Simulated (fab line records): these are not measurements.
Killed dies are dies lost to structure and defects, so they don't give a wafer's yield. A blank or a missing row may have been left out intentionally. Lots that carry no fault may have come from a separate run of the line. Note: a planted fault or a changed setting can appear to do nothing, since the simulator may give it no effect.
3 desks looking at one fault | flow n5 finfet | each desk holds nothing but its own numbers, with what lay behind them at the end

== THE DEFECT DESK ==
For each lot, the counts of the inspections along the route, averaged over the sampled wafers that have a number. Any lot whose mean is over 4 standard deviations away from the usual mean is out of limits and marked OUT; that distance is given in the brackets.
Columns: A = raw defect count at N5_FIN_SAQP_INSPECT_18, usual 413
lot  | first seen here | A
L542 | day 3 03:56     | 313
L544 | day 3 16:42     | 476
L551 | day 5 09:56     | 371
L553 | day 5 21:26     | 268
L556 | day 6 16:20     | 449
Finding of this desk: none of the 5 lots has anything out of limits.

== FROM THE METROLOGY DESK ==
What the gauges read, lot by lot, whatever tool the lot ran on: means of the sampled wafers that have a number. Any lot whose mean is over 4 standard deviations away from the usual mean is out of limits and marked OUT; that distance is given in the brackets. Shown here are 7 of its 12 readings, the ones lying furthest out on some lot.
Columns: A = FIN_CORE_OVL at N5_FIN_SAQP_OVL_MEAS_17, usual 0.1 nm; B = IOFF_P at N5_BEOL_M4_RC_MEAS_101, usual 0.21 nA/um; C = ION_P at N5_BEOL_M4_RC_MEAS_101, usual 461 uA/um; D = SS_N at N5_BEOL_M4_RC_MEAS_101, usual 71.6 mV/dec; E = SS_P at N5_BEOL_M4_RC_MEAS_101, usual 73.3 mV/dec; F = VT_N at N5_BEOL_M4_RC_MEAS_101, usual 251 mV; G = VT_P at N5_BEOL_M4_RC_MEAS_101, usual -251 mV
lot  | first seen here | A    | B    | C   | D    | E    | F   | G
L542 | day 3 03:53     | 0.8  | 0.21 | 466 | 71.4 | 73.1 | 252 | -248
L544 | day 3 16:38     | 0.9  | 0.18 | 456 | 71.0 | 72.6 | 252 | -255
L551 | day 5 09:52     | 0.5  | 0.20 | 459 | 71.7 | 72.8 | 250 | -251
L553 | day 5 21:22     | -0.0 | 0.24 | 473 | 71.2 | 72.7 | 247 | -245
L556 | day 6 16:17     | 0.7  | 0.21 | 460 | 72.2 | 74.1 | 250 | -251
Finding of this desk: none of the 5 lots has anything out of limits.

== DESK OF THE TOOL OWNER: rie diel-04 ==
The tool's own readings at N5_FIN_SAQP_DESCUM_21 (chemistry O2, time 7.9 s): means of the sampled wafers that have a number, for each lot that ran on this tool. Any lot whose mean is over 4 standard deviations away from the usual mean is out of limits and marked OUT; that distance is given in the brackets.
Columns: A = bias power w at N5_FIN_SAQP_DESCUM_21, usual 19.98 W; B = drypump motor current A at N5_FIN_SAQP_DESCUM_21, usual 5.7 A; C = oes product au at N5_FIN_SAQP_DESCUM_21, usual 0.78 a.u.; D = rf vpp V at N5_FIN_SAQP_DESCUM_21, usual 243.5 V; E = showerhead plenum p Torr at N5_FIN_SAQP_DESCUM_21, usual 2.11 Torr; F = throttle valve pct at N5_FIN_SAQP_DESCUM_21, usual 20.56 %
lot  | first seen here | A     | B   | C    | D     | E    | F
L542 | day 3 03:59     | 20.01 | 6.0 | 0.86 | 243.2 | 2.06 | 20.33
L551 | day 5 09:58     | 20.00 | 5.7 | 0.83 | 243.1 | 2.08 | 20.48
Finding of this desk: none of the 2 lots has anything out of limits.

== BROUGHT TOGETHER ==
No out-of-limits result turned up at the defect desk.
At the metrology desk, nothing out of limits was observed.
The tool owner's desk saw nothing out of limits.

== WHAT THE SIMULATOR HAD PUT IN ==
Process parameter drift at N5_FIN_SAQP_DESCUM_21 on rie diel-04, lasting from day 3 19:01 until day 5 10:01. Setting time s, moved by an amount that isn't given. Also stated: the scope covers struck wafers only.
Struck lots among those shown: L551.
